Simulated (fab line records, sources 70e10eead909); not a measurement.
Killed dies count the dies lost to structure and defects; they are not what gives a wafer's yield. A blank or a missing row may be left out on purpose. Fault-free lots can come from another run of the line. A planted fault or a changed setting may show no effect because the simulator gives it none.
fab line records -- flow nand_harc
[record] lots = 6, wafers = 18, last_day = 33
route steps=1302 shown A_SOURCE_PLATE@416 A_ONON_D1@424 END@1302
lots that met no fault: from a run of the same line without faults
start_h: start of the lot's first displayed wafer, in hours after the record's first day -- wait_h: time in hours since the lot's previous step -- " as in the row above -- L1.1+2: one row covering several wafers at once -- - value missing, or start not given -- * or withheld: withheld -- < > ~ a bound
route shown NAME@n: names a module that has steps shown in the file, with the first one's number in the route -- usual: mean/standard deviation taken from wafers without a fault -- same: alike in all rows -- chamber/n: place in a boat -- sites: the reading at each site -- _std_site: their standard deviation -- _edge_site: mean of outer sites minus mean of inner sites -- radius_mm: for every site, how far away it sits from the centre of the wafer -- mask NAME#n: copy n -- behind: the last tool/chamber to shape the wafer -- hold: the reason the lot was held/the length of the hold in hours/how it ended -- device: whichever transistor did not switch (one of n, p or np) -- end of line: tests run on the same wafers once the route is complete -- a step without rows: its recipe alone -- killed: dies lost to structure and defects at the first sort, not the wafer's yield -- map: a wafer's dies, marking killed ones x, the rest . and places with no die _
set.NAME: the setting that was run; set.NAME@STEP: the one run at that earlier step -- model.NAME: the simulator's own value behind a step, which no gauge read
lots at some steps of the route; a table a step, a row a wafer
services: a tool's chamber out of use, with start hour (start_h, from the record's first day; less than 0 if before it), hours out, and reason
[[steps]]
[step NHARC_A_SOURCE_PLATE_THK_MEAS_09]
[recipe] thk_meas_gauge = ellipsometry
[usual] thk_nm = 9.9/0.96
lot.wafer,tool,chamber,start_h,wait_h,thk_nm
L133.1,film_metro-01,-,154.76,0.4,10.6
L133.2,film_metro-01,-,154.76,0.4,9.7
L133.6,film_metro-01,-,154.76,0.4,10.7
L132.1,film_metro-02,-,154.76,0.4,9.9
L132.2,film_metro-02,-,154.76,0.4,10.6
L132.3,film_metro-02,-,154.76,0.4,8.4
L134.1,film_metro-01,-,171.42,0.4,10.0
L134.2,film_metro-01,-,171.42,0.4,9.7
L134.6,film_metro-01,-,171.42,0.4,9.3
L137.2,film_metro-01,-,198.07,0.4,10.6
L137.3,film_metro-01,-,198.07,0.4,12.2
L137.6,film_metro-01,-,198.07,0.4,9.7
L152.3,film_metro-02,-,348.30,0.4,9.8
L152.4,film_metro-02,-,348.30,0.4,10.5
L152.6,film_metro-02,-,348.30,0.4,7.8
L154.1,film_metro-01,-,370.44,0.4,10.1
L154.4,film_metro-01,-,370.44,0.4,10.3
L154.6,film_metro-01,-,370.44,0.4,10.1
[step NHARC_A_SOURCE_PLATE_PVD_04]
[recipe] target_thk_a = 500, material = WSi2
[step NHARC_A_SOURCE_PLATE_CVD_03]
[recipe] target_thk_a = 2000, temp_c = 620, pressure_mtorr = 200, time_s = 4000, material = poly-Si
[step NHARC_A_SOURCE_PLATE_ANNEAL_05]
[recipe] temp_c = 850, time_s = 1800
[step NHARC_A_SOURCE_PLATE_THK_MEAS_06]
[recipe] thk_meas_gauge = ellipsometry
[usual] thk_nm = 199.7/1.8
lot.wafer,tool,chamber,start_h,wait_h,thk_nm
L132.1,film_metro-01,-,167.65,0.4,199.1
L132.2,film_metro-01,-,167.65,0.4,198.9
L132.3,film_metro-01,-,167.65,0.4,200.4
L133.1,film_metro-02,-,167.65,0.4,202.5
L133.2,film_metro-02,-,167.65,0.4,200.3
L133.6,film_metro-02,-,167.65,0.4,200.6
L134.1,film_metro-02,-,184.34,0.4,201.6
L134.2,film_metro-02,-,184.34,0.4,199.2
L134.6,film_metro-02,-,184.34,0.4,198.7
L137.2,film_metro-01,-,210.52,0.4,199.2
L137.3,film_metro-01,-,210.52,0.4,199.6
L137.6,film_metro-01,-,210.52,0.4,197.0
L152.3,film_metro-01,-,361.56,0.4,201.9
L152.4,film_metro-01,-,361.56,0.4,199.4
L152.6,film_metro-01,-,361.56,0.4,199.2
L154.1,film_metro-01,-,383.37,0.4,202.1
L154.4,film_metro-01,-,383.37,0.4,203.6
L154.6,film_metro-01,-,383.37,0.4,200.0
[step NHARC_A_SOURCE_PLATE_INSPECT_08]
[usual] raw_defect_count = 59/26
lot.wafer,tool,chamber,start_h,wait_h,raw_defect_count
L132.1,defect_inspect-02,-,167.72,0.0,42
L132.2,defect_inspect-02,-,167.72,0.0,51
L132.3,defect_inspect-02,-,167.72,0.0,65
L133.1,defect_inspect-01,-,167.72,0.0,77
L133.2,defect_inspect-01,-,167.72,0.0,61
L133.6,defect_inspect-01,-,167.72,0.0,66
L134.1,defect_inspect-01,-,184.40,0.0,53
L134.2,defect_inspect-01,-,184.40,0.0,92
L134.6,defect_inspect-01,-,184.40,0.0,98
L137.2,defect_inspect-01,-,210.59,0.0,101
L137.3,defect_inspect-01,-,210.59,0.0,58
L137.6,defect_inspect-01,-,210.59,0.0,59
L152.3,defect_inspect-01,-,361.62,0.0,33
L152.4,defect_inspect-01,-,361.62,0.0,38
L152.6,defect_inspect-01,-,361.62,0.0,44
L154.1,defect_inspect-02,-,383.43,0.0,133
L154.4,defect_inspect-02,-,383.43,0.0,64
L154.6,defect_inspect-02,-,383.43,0.0,159
[step NHARC_A_ONON_D1_DEP_00]
[recipe] target_thk_a = 10000, n2_flow_sccm = 2750, n2o_flow_sccm = 2000, nh3_flow_sccm = 500, sih4_flow_sccm = 210, temp_c = 400
[step NHARC_A_ONON_D1_THK_MEAS_02]
[recipe] thk_meas_gauge = ellipsometry
[usual] thk_nm = 1001/8.3
lot.wafer,tool,chamber,start_h,wait_h,thk_nm
L132.1,film_metro-02,-,168.29,-,1013
L132.2,film_metro-02,-,168.29,-,1012
L132.3,film_metro-02,-,168.29,-,1011
L133.1,film_metro-01,-,168.29,-,997
L133.2,film_metro-01,-,168.29,-,996
L133.6,film_metro-01,-,168.29,-,996
L134.1,film_metro-01,-,184.98,-,1004
L134.2,film_metro-01,-,184.98,-,1005
L134.6,film_metro-01,-,184.98,-,1003
L137.2,film_metro-02,-,211.17,-,984
L137.3,film_metro-02,-,211.17,-,983
L137.6,film_metro-02,-,211.17,-,982
L152.3,film_metro-01,-,362.19,-,1013
L152.4,film_metro-01,-,362.19,-,1012
L152.6,film_metro-01,-,362.19,-,1014
L154.1,film_metro-01,-,384.01,-,1000
L154.4,film_metro-01,-,384.01,-,999
L154.6,film_metro-01,-,384.01,-,998
[step NHARC_A_ONON_D1_DEP_03]
[recipe] target_thk_a = 10000, n2_flow_sccm = 2750, n2o_flow_sccm = 2000, nh3_flow_sccm = 500, sih4_flow_sccm = 210, temp_c = 400
[step NHARC_A_ONON_D1_THK_MEAS_05]
[recipe] thk_meas_gauge = ellipsometry
[usual] thk_nm = 1000/8.3
lot.wafer,tool,chamber,start_h,wait_h,thk_nm
L133.1,film_metro-02,-,168.86,-,1001
L133.2,film_metro-02,-,168.86,-,1001
L133.6,film_metro-02,-,168.86,-,1000
L132.1,film_metro-01,-,168.86,-,1003
L132.2,film_metro-01,-,168.86,-,1004
L132.3,film_metro-01,-,168.86,-,1005
L134.1,film_metro-02,-,185.54,-,1001
L134.2,film_metro-02,-,185.54,-,1001
L134.6,film_metro-02,-,185.54,-,1001
L137.2,film_metro-01,-,211.73,-,995
L137.3,film_metro-01,-,211.73,-,991
L137.6,film_metro-01,-,211.73,-,993
L152.3,film_metro-02,-,362.77,-,995
L152.4,film_metro-02,-,362.77,-,995
L152.6,film_metro-02,-,362.77,-,995
L154.1,film_metro-01,-,384.58,-,1003
L154.4,film_metro-01,-,384.58,-,1004
L154.6,film_metro-01,-,384.58,-,1001
[step NHARC_A_ONON_D1_DEP_06]
[recipe] target_thk_a = 10000, n2_flow_sccm = 2750, n2o_flow_sccm = 2000, nh3_flow_sccm = 500, sih4_flow_sccm = 210, temp_c = 400
lot.wafer,tool,chamber,start_h,wait_h
L132.1+2+3,pecvd_onon-03,0,168.92,0.1
L133.1+2+6,pecvd_onon-04,0,168.92,0.1
L134.1+2+6,pecvd_onon-03,0,185.60,0.1
L137.2+3+6,pecvd_onon-03,0,211.85,0.1
L152.3+4+6,pecvd_onon-03,0,362.94,0.2
L154.1+4+6,pecvd_onon-03,0,384.64,0.1
[step NHARC_A_ONON_D1_THK_MEAS_08]
[recipe] thk_meas_gauge = ellipsometry
[usual] thk_nm = 998/10
lot.wafer,tool,chamber,start_h,wait_h,thk_nm
L132.1,film_metro-02,-,169.43,-,981
L132.2,film_metro-02,-,169.43,-,982
L132.3,film_metro-02,-,169.43,-,982
L133.1,film_metro-01,-,169.43,-,1009
L133.2,film_metro-01,-,169.43,-,1010
L133.6,film_metro-01,-,169.43,-,1011
L134.1,film_metro-02,-,186.11,-,1012
L134.2,film_metro-02,-,186.11,-,1013
L134.6,film_metro-02,-,186.11,-,1013
L137.2,film_metro-01,-,212.30,-,991
L137.3,film_metro-01,-,212.30,-,992
L137.6,film_metro-01,-,212.30,-,993
L152.3,film_metro-02,-,363.33,-,598
L152.4,film_metro-02,-,363.33,-,598
L152.6,film_metro-02,-,363.33,-,598
L154.1,film_metro-01,-,385.14,-,585
L154.4,film_metro-01,-,385.14,-,584
L154.6,film_metro-01,-,385.14,-,586
[step NHARC_A_ONON_D1_DEP_09]
[recipe] target_thk_a = 10000, n2_flow_sccm = 2750, n2o_flow_sccm = 2000, nh3_flow_sccm = 500, sih4_flow_sccm = 210, temp_c = 400
[step NHARC_END_SORT_01]
[recipe] temp_c = 25
[usual] killed_at_array = 52/16, killed_at_other = 0.8/0.98, killed_at_periphery = 4.2/2.9, killed_dies = 57/16, killed_open = 3.3/1.9, killed_short = 2.5/1.5
[same] gross_dies = 677
lot.wafer,tool,chamber,start_h,wait_h,killed_at_array,killed_at_other,killed_at_periphery,killed_dies,killed_open,killed_short
L152.3,prober-01,0,763.48,3.2,673,0,4,677,2,1
L152.4,prober-01,0,764.30,3.5,675,0,2,677,6,1
L152.6,prober-01,0,765.93,4.1,670,0,7,677,4,5
L154.1,prober-02,0,780.25,2.5,672,2,3,677,6,5
L154.4,prober-02,0,782.66,3.4,673,1,3,677,3,1
L154.6,prober-02,0,784.27,4.0,675,1,1,677,2,1
// killed by level:class
L152.3 A_ONON_D1:area_dep=617 A_SLIT:chamber_film_flake=30 A_CHANNEL_HOLE_D1:chamber_film_flake=13 A_CONTACT:chamber_film_flake=8 P_GATE:chamber_film_flake=2 A_STAIRCASE:chamber_film_flake=2 P_M1:geometric_particle:open=1 A_DECK1_JOINT:geometric_particle:short=1
L152.4 A_ONON_D1:area_dep=625 A_SLIT:chamber_film_flake=20 A_CHANNEL_HOLE_D1:chamber_film_flake=13 A_CONTACT:chamber_film_flake=10 A_CHANNEL_FILL_D2:geometric_particle:open=2 A_ONON_D1:geometric_particle:short=1 A_DECK1_JOINT:geometric_particle:open=1 A_CONTACT:geometric_particle:open=1
L152.6 A_ONON_D1:area_dep=614 A_SLIT:chamber_film_flake=39 A_CHANNEL_HOLE_D1:chamber_film_flake=8 A_CONTACT:chamber_film_flake=3 P_GATE:chamber_film_flake=3 P_CONTACT:geometric_particle:open=2 P_STI:geometric_particle:short=1 P_GATE:geometric_particle:short=1
L154.1 A_ONON_D1:area_dep=611 A_SLIT:chamber_film_flake=41 A_CONTACT:chamber_film_flake=6 A_ONON_D2:geometric_particle:short=2 A_DECK1_JOINT:chamber_film_flake=2 THIN_TSV:chamber_film_flake=2 P_M0:geometric_particle:open=1 P_M1:geometric_particle:open=1
L154.4 A_ONON_D1:area_dep=623 A_SLIT:chamber_film_flake=34 A_CONTACT:chamber_film_flake=4 A_M0:geometric_particle:open=2 P_GATE:chamber_film_flake=2 A_CHANNEL_HOLE_D1:chamber_film_flake=2 A_CHANNEL_FILL_D2:chamber_film_flake=2 A_ONON_D2:geometric_particle:short=1
L154.6 A_ONON_D1:area_dep=624 A_SLIT:chamber_film_flake=39 A_CONTACT:chamber_film_flake=6 A_BONDPAD:chamber_film_flake=3 P_M0:geometric_particle:open=1 A_ONON_D2:geometric_particle:open=1 A_CONTACT:geometric_particle:short=1 A_CHANNEL_HOLE_D1:chamber_film_flake=1
// map L152.3 (x killed, . not)
____________x____________
_________xxxxxxx_________
_______xxxxxxxxxxx_______
______xxxxxxxxxxxxx______
_____xxxxxxxxxxxxxxx_____
____xxxxxxxxxxxxxxxxx____
____xxxxxxxxxxxxxxxxx____
___xxxxxxxxxxxxxxxxxxx___
___xxxxxxxxxxxxxxxxxxx___
__xxxxxxxxxxxxxxxxxxxxx__
__xxxxxxxxxxxxxxxxxxxxx__
_xxxxxxxxxxxxxxxxxxxxxxx_
_xxxxxxxxxxxxxxxxxxxxxxx_
_xxxxxxxxxxxxxxxxxxxxxxx_
_xxxxxxxxxxxxxxxxxxxxxxx_
_xxxxxxxxxxxxxxxxxxxxxxx_
xxxxxxxxxxxxxxxxxxxxxxxxx
xxxxxxxxxxxxxxxxxxxxxxxxx
xxxxxxxxxxxxxxxxxxxxxxxxx
xxxxxxxxxxxxxxxxxxxxxxxxx
xxxxxxxxxxxxxxxxxxxxxxxxx
_xxxxxxxxxxxxxxxxxxxxxxx_
_xxxxxxxxxxxxxxxxxxxxxxx_
_xxxxxxxxxxxxxxxxxxxxxxx_
_xxxxxxxxxxxxxxxxxxxxxxx_
_xxxxxxxxxxxxxxxxxxxxxxx_
__xxxxxxxxxxxxxxxxxxxxx__
__xxxxxxxxxxxxxxxxxxxxx__
___xxxxxxxxxxxxxxxxxxx___
___xxxxxxxxxxxxxxxxxxx___
____xxxxxxxxxxxxxxxxx____
____xxxxxxxxxxxxxxxxx____
_____xxxxxxxxxxxxxxx_____
______xxxxxxxxxxxxx______
_______xxxxxxxxxxx_______
_________xxxxxxx_________
____________x____________
// map L154.1 (x killed, . not)
____________x____________
_________xxxxxxx_________
_______xxxxxxxxxxx_______
______xxxxxxxxxxxxx______
_____xxxxxxxxxxxxxxx_____
____xxxxxxxxxxxxxxxxx____
____xxxxxxxxxxxxxxxxx____
___xxxxxxxxxxxxxxxxxxx___
___xxxxxxxxxxxxxxxxxxx___
__xxxxxxxxxxxxxxxxxxxxx__
__xxxxxxxxxxxxxxxxxxxxx__
_xxxxxxxxxxxxxxxxxxxxxxx_
_xxxxxxxxxxxxxxxxxxxxxxx_
_xxxxxxxxxxxxxxxxxxxxxxx_
_xxxxxxxxxxxxxxxxxxxxxxx_
_xxxxxxxxxxxxxxxxxxxxxxx_
xxxxxxxxxxxxxxxxxxxxxxxxx
xxxxxxxxxxxxxxxxxxxxxxxxx
xxxxxxxxxxxxxxxxxxxxxxxxx
xxxxxxxxxxxxxxxxxxxxxxxxx
xxxxxxxxxxxxxxxxxxxxxxxxx
_xxxxxxxxxxxxxxxxxxxxxxx_
_xxxxxxxxxxxxxxxxxxxxxxx_
_xxxxxxxxxxxxxxxxxxxxxxx_
_xxxxxxxxxxxxxxxxxxxxxxx_
_xxxxxxxxxxxxxxxxxxxxxxx_
__xxxxxxxxxxxxxxxxxxxxx__
__xxxxxxxxxxxxxxxxxxxxx__
___xxxxxxxxxxxxxxxxxxx___
___xxxxxxxxxxxxxxxxxxx___
____xxxxxxxxxxxxxxxxx____
____xxxxxxxxxxxxxxxxx____
_____xxxxxxxxxxxxxxx_____
______xxxxxxxxxxxxx______
_______xxxxxxxxxxx_______
_________xxxxxxx_________
____________x____________
[[services]]
tool,chamber,start_h,hours,kind
pecvd_onon-03,-,227.00,13.0,pm
pecvd_onon-04,-,311.32,13.0,pm
[[key]]
[first_sign] step = NHARC_A_ONON_D1_THK_MEAS_08, reading = thk_nm, direction = down, sigmas = 40, usual = 998, struck = 591
[effect] step = NHARC_END_SORT_01, reading = killed_at_array, direction = up, sigmas = 39, usual = 52, struck = 673
[more_kills_born_at] NHARC_A_ONON_D1_DEP_06@pecvd_onon-03 = 3714
met_at NHARC_A_ONON_D1_DEP_06
struck_wafers L152.3,L152.4,L152.6,L154.1,L154.4,L154.6
later_rows_left_out L152.3,L152.4,L152.6,L154.1,L154.4,L154.6
tester_left_out L152,L154
onset_between 211.85 362.94
also_fits time
[fault] kind = process_parameter_drift, tool = pecvd_onon-03, chamber = 0, onset_h = 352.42, steps = NHARC_A_ONON_D1_DEP_06, channel = target_thk_a, offset = *, shape = step, end_h = 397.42, acts_in = *, stated = *
// tester_left_out: of these lots the tester's yield and bins aren't shown, on N5 and GAA mostly nor the transistor test; their killed dies are dies lost to structure and defects alone, not to doping, threshold or leakage, so they don't give the yield
// later_rows_left_out: the simulator's readings of these wafers behind a module that went badly wrong aren't trusted and aren't shown, but for the sort
